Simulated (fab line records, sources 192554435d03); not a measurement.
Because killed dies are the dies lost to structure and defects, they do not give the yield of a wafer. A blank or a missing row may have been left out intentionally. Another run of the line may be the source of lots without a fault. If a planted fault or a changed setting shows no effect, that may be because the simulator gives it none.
The tool behind it: which one? / flow n5Finfet / 24 lots with 72 wafers sampled at 3 steps, on a route of 1938 steps

== WHAT EACH GAUGE READ, for each wafer ==
N5_WELL_APT_INSPECT_10: inspects for defects (macro). Usual: 2.1 for rawDefectCount, sd 1.7.
lot=L074; measured=day 1 13:44; on=defectInspect-01; rawDefectCount=3 0 4; flag=
lot=L075; measured=day 1 19:53; on=defectInspect-01; rawDefectCount=2 0 5; flag=
lot=L076; measured=day 2 01:52; on=defectInspect-02; rawDefectCount=4 2 1; flag=
lot=L077; measured=day 2 07:49; on=defectInspect-01; rawDefectCount=3 4 5; flag=
lot=L078; measured=day 2 14:12; on=defectInspect-01; rawDefectCount=3 1 2; flag=
lot=L079; measured=day 2 19:37; on=defectInspect-02; rawDefectCount=5 0 1; flag=
lot=L080; measured=day 3 02:16; on=defectInspect-02; rawDefectCount=6 3 1; flag=
lot=L081; measured=day 3 07:37; on=defectInspect-02; rawDefectCount=1 2 1; flag=
lot=L082; measured=day 3 13:37; on=defectInspect-02; rawDefectCount=2 0 1; flag=
lot=L083; measured=day 3 20:25; on=defectInspect-01; rawDefectCount=2 1 4; flag=
lot=L084; measured=day 4 01:44; on=defectInspect-01; rawDefectCount=2 4 4; flag=
lot=L085; measured=day 4 07:49; on=defectInspect-02; rawDefectCount=2 3 1; flag=
lot=L086; measured=day 4 13:56; on=defectInspect-01; rawDefectCount=0 1 2; flag=
lot=L087; measured=day 4 19:53; on=defectInspect-01; rawDefectCount=0 3 6; flag=
lot=L088; measured=day 5 02:10; on=defectInspect-02; rawDefectCount=1 1 0; flag=
lot=L089; measured=day 5 07:52; on=defectInspect-02; rawDefectCount=2 2 1; flag=
lot=L090; measured=day 5 13:45; on=defectInspect-01; rawDefectCount=3 1 5; flag=
lot=L091; measured=day 5 19:42; on=defectInspect-02; rawDefectCount=4 1 2; flag=
lot=L092; measured=day 6 01:46; on=defectInspect-01; rawDefectCount=1 1 2; flag=
lot=L093; measured=day 6 07:46; on=defectInspect-01; rawDefectCount=2 2 2; flag=
lot=L094; measured=day 6 14:05; on=defectInspect-01; rawDefectCount=5 2 1; flag=
lot=L095; measured=day 6 19:46; on=defectInspect-01; rawDefectCount=4 1 2; flag=
lot=L096; measured=day 7 01:44; on=defectInspect-02; rawDefectCount=2 0 2; flag=
lot=L097; measured=day 7 08:34; on=defectInspect-01; rawDefectCount=2 8 1; flag=

N5_FIN_SAQP_INSPECT_18: inspects for defects (brightfield). Usual: 485 for rawDefectCount, sd 140.
lot=L074; measured=day 1 22:07; on=defectInspect-01; rawDefectCount=528 362 503; flag=
lot=L075; measured=day 2 03:49; on=defectInspect-02; rawDefectCount=381 542 441; flag=
lot=L076; measured=day 2 09:48; on=defectInspect-02; rawDefectCount=488 699 679; flag=
lot=L077; measured=day 2 15:55; on=defectInspect-01; rawDefectCount=327 321 278; flag=
lot=L078; measured=day 2 22:36; on=defectInspect-02; rawDefectCount=499 525 592; flag=
lot=L079; measured=day 3 03:56; on=defectInspect-02; rawDefectCount=696 698 471; flag=
lot=L080; measured=day 3 11:08; on=defectInspect-02; rawDefectCount=923 567 807; flag=
lot=L081; measured=day 3 15:42; on=defectInspect-02; rawDefectCount=721 517 812; flag=
lot=L082; measured=day 3 21:54; on=defectInspect-02; rawDefectCount=301 359 446; flag=
lot=L083; measured=day 4 05:04; on=defectInspect-01; rawDefectCount=462 386 490; flag=
lot=L084; measured=day 4 09:55; on=defectInspect-01; rawDefectCount=390 637 482; flag=
lot=L085; measured=day 4 17:09; on=defectInspect-01; rawDefectCount=343 289 569; flag=
lot=L086; measured=day 4 23:44; on=defectInspect-02; rawDefectCount=585 552 459; flag=
lot=L087; measured=day 5 04:06; on=defectInspect-01; rawDefectCount=421 438 429; flag=
lot=L088; measured=day 5 10:40; on=defectInspect-01; rawDefectCount=563 339 323; flag=
lot=L089; measured=day 5 16:01; on=defectInspect-02; rawDefectCount=302 385 387; flag=
lot=L090; measured=day 5 21:54; on=defectInspect-02; rawDefectCount=406 498 476; flag=
lot=L091; measured=day 6 03:38; on=defectInspect-02; rawDefectCount=414 284 268; flag=
lot=L092; measured=day 6 09:45; on=defectInspect-01; rawDefectCount=308 289 483; flag=
lot=L093; measured=day 6 17:40; on=defectInspect-01; rawDefectCount=458 415 504; flag=
lot=L094; measured=day 6 22:31; on=defectInspect-02; rawDefectCount=400 493 424; flag=
lot=L095; measured=day 7 04:22; on=defectInspect-02; rawDefectCount=501 576 358; flag=
lot=L096; measured=day 7 10:28; on=defectInspect-02; rawDefectCount=758 524 659; flag=
lot=L097; measured=day 7 17:26; on=defectInspect-01; rawDefectCount=488 450 397; flag=

== EACH LOT AND THE TOOL THAT RAN IT (in order: tool; ch and the chambers of the sampled wafers; start) ==
lot=L074; N5_WELL_APT_DESCUM_13=rieDiel-04 ch 0,2,3, day 1 14:08
lot=L075; N5_WELL_APT_DESCUM_13=rieDiel-01 ch 0,1,2, day 1 19:55
lot=L076; N5_WELL_APT_DESCUM_13=rieDiel-04 ch 1,2,3, day 2 02:01
lot=L077; N5_WELL_APT_DESCUM_13=rieDiel-02 ch 0,2,3, day 2 07:50
lot=L078; N5_WELL_APT_DESCUM_13=rieDiel-01 ch 0,3, day 2 14:16
lot=L079; N5_WELL_APT_DESCUM_13=rieDiel-02 ch 0,1,3, day 2 19:38
lot=L080; N5_WELL_APT_DESCUM_13=rieDiel-04 ch 0,1, day 3 02:29
lot=L081; N5_WELL_APT_DESCUM_13=rieDiel-04 ch 1,2,3, day 3 07:39
lot=L082; N5_WELL_APT_DESCUM_13=rieDiel-01 ch 0,2,3, day 3 13:46
lot=L083; N5_WELL_APT_DESCUM_13=rieDiel-04 ch 0,1,2, day 3 20:32
lot=L084; N5_WELL_APT_DESCUM_13=rieDiel-04 ch 0,1,3, day 4 01:49
lot=L085; N5_WELL_APT_DESCUM_13=rieDiel-02 ch 0,1,3, day 4 07:51
lot=L086; N5_WELL_APT_DESCUM_13=rieDiel-04 ch 1,3, day 4 13:58
lot=L087; N5_WELL_APT_DESCUM_13=rieDiel-04 ch 0,3, day 4 20:08
lot=L088; N5_WELL_APT_DESCUM_13=rieDiel-04 ch 0,2,3, day 5 02:20
lot=L089; N5_WELL_APT_DESCUM_13=rieDiel-02 ch 1,2, day 5 07:59
lot=L090; N5_WELL_APT_DESCUM_13=rieDiel-02 ch 1,2,3, day 5 13:47
lot=L091; N5_WELL_APT_DESCUM_13=rieDiel-04 ch 0,2, day 5 19:44
lot=L092; N5_WELL_APT_DESCUM_13=rieDiel-04 ch 1,2,3, day 6 01:51
lot=L093; N5_WELL_APT_DESCUM_13=rieDiel-01 ch 0,2,3, day 6 07:48
lot=L094; N5_WELL_APT_DESCUM_13=rieDiel-02 ch 1,2,3, day 6 14:10
lot=L095; N5_WELL_APT_DESCUM_13=rieDiel-04 ch 2,3, day 6 19:47
lot=L096; N5_WELL_APT_DESCUM_13=rieDiel-01 ch 0,1,2, day 7 01:58
lot=L097; N5_WELL_APT_DESCUM_13=rieDiel-02 ch 0,2,3, day 7 08:36
- N5_WELL_APT_DESCUM_13: chemistry O2, time 7.9 s.

== AS READ BY THE TOOLS THEMSELVES (means over the sampled wafers that have a number; for cases with no such wafer, the mark the record gives instead) ==
N5_WELL_APT_DESCUM_13. Usual: drypumpMotorCurrentA 5.8 A, standard deviation 0.44; oesProductAu 0.79 a.u., standard deviation 0.067; rfVppV 243.4 V, standard deviation 0.88; showerheadPlenumPTorr 2.12 Torr, standard deviation 0.049; throttleValvePct 20.45 %, standard deviation 0.26.
lot=L074; tool=rieDiel-04; drypumpMotorCurrentA (A)=5.6; oesProductAu (a.u.)=0.78; rfVppV (V)=243.7; showerheadPlenumPTorr (Torr)=2.12; throttleValvePct (%)=20.33; flag=
lot=L075; tool=rieDiel-01; drypumpMotorCurrentA (A)=5.9; oesProductAu (a.u.)=0.86; rfVppV (V)=242.7; showerheadPlenumPTorr (Torr)=2.07; throttleValvePct (%)=20.41; flag=
lot=L076; tool=rieDiel-04; drypumpMotorCurrentA (A)=5.7; oesProductAu (a.u.)=0.82; rfVppV (V)=244.1; showerheadPlenumPTorr (Torr)=2.14; throttleValvePct (%)=20.39; flag=
lot=L077; tool=rieDiel-02; drypumpMotorCurrentA (A)=6.0; oesProductAu (a.u.)=0.75; rfVppV (V)=243.5; showerheadPlenumPTorr (Torr)=2.16; throttleValvePct (%)=20.56; flag=
lot=L078; tool=rieDiel-01; drypumpMotorCurrentA (A)=6.2; oesProductAu (a.u.)=0.77; rfVppV (V)=242.5; showerheadPlenumPTorr (Torr)=2.06; throttleValvePct (%)=20.31; flag=
lot=L079; tool=rieDiel-02; drypumpMotorCurrentA (A)=5.7; oesProductAu (a.u.)=0.76; rfVppV (V)=243.7; showerheadPlenumPTorr (Torr)=2.13; throttleValvePct (%)=20.49; flag=
lot=L080; tool=rieDiel-04; drypumpMotorCurrentA (A)=5.4; oesProductAu (a.u.)=0.83; rfVppV (V)=243.6; showerheadPlenumPTorr (Torr)=2.11; throttleValvePct (%)=20.39; flag=
lot=L081; tool=rieDiel-04; drypumpMotorCurrentA (A)=5.7; oesProductAu (a.u.)=0.81; rfVppV (V)=243.8; showerheadPlenumPTorr (Torr)=2.13; throttleValvePct (%)=20.40; flag=
lot=L082; tool=rieDiel-01; drypumpMotorCurrentA (A)=6.1; oesProductAu (a.u.)=0.78; rfVppV (V)=243.5; showerheadPlenumPTorr (Torr)=2.07; throttleValvePct (%)=20.45; flag=
lot=L083; tool=rieDiel-04; drypumpMotorCurrentA (A)=5.6; oesProductAu (a.u.)=0.82; rfVppV (V)=243.8; showerheadPlenumPTorr (Torr)=2.10; throttleValvePct (%)=20.24; flag=
lot=L084; tool=rieDiel-04; drypumpMotorCurrentA (A)=5.5; oesProductAu (a.u.)=0.77; rfVppV (V)=243.4; showerheadPlenumPTorr (Torr)=2.12; throttleValvePct (%)=20.53; flag=
lot=L085; tool=rieDiel-02; drypumpMotorCurrentA (A)=5.7; oesProductAu (a.u.)=0.74; rfVppV (V)=244.0; showerheadPlenumPTorr (Torr)=2.12; throttleValvePct (%)=20.51; flag=
lot=L086; tool=rieDiel-04; drypumpMotorCurrentA (A)=5.6; oesProductAu (a.u.)=0.76; rfVppV (V)=243.5; showerheadPlenumPTorr (Torr)=2.15; throttleValvePct (%)=20.69; flag=
lot=L087; tool=rieDiel-04; drypumpMotorCurrentA (A)=5.5; oesProductAu (a.u.)=0.72; rfVppV (V)=243.5; showerheadPlenumPTorr (Torr)=2.13; throttleValvePct (%)=20.65; flag=
lot=L088; tool=rieDiel-04; drypumpMotorCurrentA (A)=5.6; oesProductAu (a.u.)=0.75; rfVppV (V)=243.4; showerheadPlenumPTorr (Torr)=2.11; throttleValvePct (%)=20.38; flag=
lot=L089; tool=rieDiel-02; drypumpMotorCurrentA (A)=6.3; oesProductAu (a.u.)=0.78; rfVppV (V)=244.3; showerheadPlenumPTorr (Torr)=2.16; throttleValvePct (%)=20.72; flag=
lot=L090; tool=rieDiel-02; drypumpMotorCurrentA (A)=5.9; oesProductAu (a.u.)=0.75; rfVppV (V)=244.1; showerheadPlenumPTorr (Torr)=2.13; throttleValvePct (%)=20.57; flag=
lot=L091; tool=rieDiel-04; drypumpMotorCurrentA (A)=5.8; oesProductAu (a.u.)=0.79; rfVppV (V)=242.8; showerheadPlenumPTorr (Torr)=2.10; throttleValvePct (%)=20.11; flag=
lot=L092; tool=rieDiel-04; drypumpMotorCurrentA (A)=5.7; oesProductAu (a.u.)=0.79; rfVppV (V)=242.7; showerheadPlenumPTorr (Torr)=2.13; throttleValvePct (%)=20.44; flag=
lot=L093; tool=rieDiel-01; drypumpMotorCurrentA (A)=6.1; oesProductAu (a.u.)=0.76; rfVppV (V)=242.9; showerheadPlenumPTorr (Torr)=2.06; throttleValvePct (%)=20.49; flag=
lot=L094; tool=rieDiel-02; drypumpMotorCurrentA (A)=5.9; oesProductAu (a.u.)=0.75; rfVppV (V)=243.7; showerheadPlenumPTorr (Torr)=2.13; throttleValvePct (%)=20.58; flag=
lot=L095; tool=rieDiel-04; drypumpMotorCurrentA (A)=5.7; oesProductAu (a.u.)=0.73; rfVppV (V)=243.5; showerheadPlenumPTorr (Torr)=2.14; throttleValvePct (%)=20.56; flag=
lot=L096; tool=rieDiel-01; drypumpMotorCurrentA (A)=5.9; oesProductAu (a.u.)=0.80; rfVppV (V)=242.6; showerheadPlenumPTorr (Torr)=2.05; throttleValvePct (%)=20.47; flag=
lot=L097; tool=rieDiel-02; drypumpMotorCurrentA (A)=6.0; oesProductAu (a.u.)=0.79; rfVppV (V)=242.9; showerheadPlenumPTorr (Torr)=2.14; throttleValvePct (%)=20.50; flag=

== THE ANSWER, worked out from the rows above alone ==
Rule: take the mean of a lot's wafers that have a number; if it is more than 3 standard deviations from the usual mean, the lot is off. A lot without any number at a reading at which 4 lots or more have one is off too. Any other lot the step has rows for is counted as sound. After the gauges, taken in route order, come the tools' own readings; for these a lot's mean is taken, as printed above. At the first step where some lot is off, the reading lying furthest off is the one used; lots without a number count as furthest.
No lot is off at any reading shown: from this, nothing can be told.

== WHAT THE SIMULATOR PUT IN ==
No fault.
